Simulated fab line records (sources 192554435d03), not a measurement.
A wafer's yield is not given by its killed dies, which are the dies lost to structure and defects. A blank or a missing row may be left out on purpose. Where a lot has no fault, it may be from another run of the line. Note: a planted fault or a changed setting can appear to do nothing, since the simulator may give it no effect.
Which tool did it? ; flow n5Finfet ; 11 lots with 31 wafers sampled at 4 steps, on a route of 1938 steps

## WHAT THE GAUGES READ, wafer by wafer
N5_BEOL_M11_OVL_MEAS_12. Usual: M11_OVL gives 0.4 nm (standard deviation 0.73).
lot;measured;on;M11_OVL (nm);flag
L541;day 10 22:56;overlay-02;-0.5 0.6 0.4;
L542;day 11 02:10;overlay-01;1.4 1.3 0.4;
L545;day 11 16:29;overlay-01;0.4 0.2 0.9;
L544;day 11 17:55;overlay-01;-0.1 0.6 0.0;
L546;day 12 06:13;overlay-01;0.7 1.6;
L547;day 12 12:12;overlay-01;-1.1 0.8 0.1;
L551;day 13 06:28;overlay-02;-0.1 0.8 -0.5;
L555;day 14 10:44;overlay-02;0.5 0.7 0.5;
L556;day 15 02:02;overlay-02;2.5 -0.4 -0.8;
L560;day 15 16:32;overlay-01;0.6 1.1;
L561;day 16 01:29;overlay-02;0.0 0.6 1.3;

N5_BEOL_M11_CD_MEAS_28: the cd target is 70 nm. Usual: cdNm 70.0 nm, standard deviation 1.1.
lot;measured;on;cdNm (nm);flag
L541;day 11 00:59;cdSem-03;70.3 69.0 69.9;
L542;day 11 05:53;cdSem-02;69.5 70.6 70.5;
L545;day 11 17:25;cdSem-02;67.7 69.0 67.6;
L544;day 11 19:27;cdSem-01;70.3 70.9 71.1;
L546;day 12 07:13;cdSem-01;69.8 70.8;
L547;day 12 13:22;cdSem-02;69.1 70.5 70.2;
L551;day 13 08:29;cdSem-01;68.5 70.0 70.7;
L555;day 14 12:56;cdSem-02;70.5 69.3 69.7;
L556;day 15 03:43;cdSem-03;70.9 71.6 70.8;
L560;day 15 18:31;cdSem-02;68.6 68.9;
L561;day 16 02:26;cdSem-03;70.6 69.5 69.4;

## EACH LOT AND THE TOOL THAT RAN IT (in order: tool; ch and the chambers of the sampled wafers; start)
lot;N5_BEOL_M11_DESCUM_16;N5_BEOL_M11_COAT_64
L541;rieDiel-06 ch 0,1,3, day 10 23:16;lithoTrack-01 ch 0, day 11 00:37
L542;rieDiel-06 ch 0,3, day 11 02:14;lithoTrack-04 ch 0, day 11 05:28
L545;rieDiel-04 ch 1,2,3, day 11 16:36;lithoTrack-01 ch 0, day 11 17:10
L544;rieDiel-02 ch 1,2, day 11 17:58;lithoTrack-01 ch 0, day 11 19:05
L546;rieDiel-06 ch 1,3, day 12 06:16;lithoTrack-05 ch 0, day 12 06:58
L547;rieDiel-04 ch 0,2,3, day 12 12:26;lithoTrack-01 ch 0, day 12 12:59
L551;rieDiel-04 ch 1,3, day 13 06:31;lithoTrack-04 ch 0, day 13 08:14
L555;rieDiel-04 ch 0,3, day 14 11:14;lithoTrack-04 ch 0, day 14 12:26
L556;rieDiel-06 ch 0,1,2, day 15 02:05;lithoTrack-04 ch 0, day 15 03:28
L560;rieDiel-06 ch 2, day 15 16:35;lithoTrack-01 ch 0, day 15 18:16
L561;rieDiel-06 ch 0,1,2, day 16 01:32;lithoTrack-01 ch 0, day 16 02:04
- N5_BEOL_M11_DESCUM_16: chemistry O2, time 7.9 s.
- N5_BEOL_M11_COAT_64: time 60 s, resist thk 30 nm.

## AS READ BY THE TOOLS THEMSELVES (means over the sampled wafers that have a number; for cases with no such wafer, the mark the record gives instead)
N5_BEOL_M11_DESCUM_16. Usual: drypumpMotorCurrentA 5.8 A, standard deviation 0.37; oesProductAu 0.78 a.u., standard deviation 0.058; rfVppV 243.3 V, standard deviation 1.5; showerheadPlenumPTorr 2.11 Torr, standard deviation 0.086; throttleValvePct 20.47 %, standard deviation 0.27.
lot;tool;drypumpMotorCurrentA (A);oesProductAu (a.u.);rfVppV (V);showerheadPlenumPTorr (Torr);throttleValvePct (%);flag
L541;rieDiel-06;5.8;0.75;242.2;2.07;20.40;
L542;rieDiel-06;5.6;0.72;242.4;2.12;20.51;
L545;rieDiel-04;5.6;0.78;243.0;2.06;20.47;
L544;rieDiel-02;5.9;0.83;244.3;2.17;20.53;
L546;rieDiel-06;5.9;0.77;242.6;2.10;20.24;
L547;rieDiel-04;5.7;0.83;242.7;2.06;20.42;
L551;rieDiel-04;5.8;0.79;243.3;2.09;20.50;
L555;rieDiel-04;5.7;0.84;243.2;2.07;20.33;
L556;rieDiel-06;5.9;0.76;243.0;2.08;20.45;
L560;rieDiel-06;6.0;0.77;244.4;2.21;20.46;
L561;rieDiel-06;5.9;0.75;242.9;2.08;20.46;

N5_BEOL_M11_COAT_64. Usual: spinSpeedRpm 1500.2 rpm, standard deviation 0.97.
lot;tool;spinSpeedRpm (rpm);flag
L541;lithoTrack-01;1501.4;
L542;lithoTrack-04;1500.6;
L545;lithoTrack-01;1499.4;
L544;lithoTrack-01;1500.4;
L546;lithoTrack-05;1500.6;
L547;lithoTrack-01;1498.8;
L551;lithoTrack-04;1500.2;
L555;lithoTrack-04;1302.0;OFF
L556;lithoTrack-04;1301.8;OFF
L560;lithoTrack-01;1499.6;
L561;lithoTrack-01;1499.6;

## THE ANSWER, worked out from the rows above alone
Rule: a lot is off if the mean of its wafers that have a number lies more than 3 standard deviations from the usual mean. Also off: a lot with no number at a reading for which 4 or more lots have one. The other lots that the step has rows for count as sound. Order of review: gauges by route order, followed by the tools' own readings, for which a lot's mean as printed above is used. The first step at which some lot is off is used, and at that step the reading that is off furthest; a lot without a number counts as furthest.
Off: L555, L556, at N5_BEOL_M11_COAT_64 (spinSpeedRpm).
If a tool, at that step or one of the process steps before it, ran each lot that is off and ran no sound lot following the first of them, it fits. One fits: lithoTrack-04 at N5_BEOL_M11_COAT_64. Its last sound lot is L551 (day 13 08:14), its first lot that is off L555 (day 14 12:26): a fault that began between those two fits.
On the lots that are off, the tool's own readings at N5_BEOL_M11_COAT_64 differ by more than 5 times the standard deviation of the sound lots' means, which bears it out; spinSpeedRpm reads 1301.9 rpm there versus 1500.1 rpm on the sound lots.

## WHAT THE SIMULATOR HAD PUT IN
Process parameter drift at N5_BEOL_M11_COAT_64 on lithoTrack-04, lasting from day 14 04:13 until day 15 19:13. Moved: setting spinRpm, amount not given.
Struck lots among those shown: L555, L556. The same result came from the rule above.
